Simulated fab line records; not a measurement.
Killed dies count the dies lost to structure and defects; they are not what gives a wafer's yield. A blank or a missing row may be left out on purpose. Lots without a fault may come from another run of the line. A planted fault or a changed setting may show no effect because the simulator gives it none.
Matching of chambers	flow n5-finfet	3 sister chambers for N5_BEOL_M2_PRE_CLEAN_60 on cvd-co-02
The step time 15 s. 6 wafers are shown with their chamber, then 6 later ones without.

## WAFERS, EACH WITH ITS CHAMBER
wafer	chamber	heater-power-w (W)
L504.2	0	116
L504.5	2	52
L509.4	1	67
L509.6	0	113
L508.1	2	51
L508.4	1	68

## WAFERS WITH NO CHAMBER GIVEN
wafer	heater-power-w (W)
L508.6	52
L510.5	53
L510.6	68
L511.2	110
L511.3	70
L511.4	52

## CHAMBER TAKEN BY EACH
wafer	from the rows above	in truth
L508.6	2	2
L510.5	2	2
L510.6	1	1
L511.2	0	0
L511.3	1	1
L511.4	2	2
Placed correctly: 6 of 6. From these rows, 0 cannot be placed. Placed wrongly: 0.
How it was worked out, from the rows above alone: a wafer's distance from a chamber is the root of the sum, over the readings, of the square of ((its reading less the chamber's mean) divided by the reading's scatter). If the next closest chamber is less than 2 further off than the closest, the wafer can't be placed; otherwise it belongs to the closest. The mean given for a chamber averages the wafers shown for that chamber. How the scatter is found: for the shown wafers, subtract from each reading the mean of its chamber, square and add these, divide the total by (wafers less chambers), then take the root.
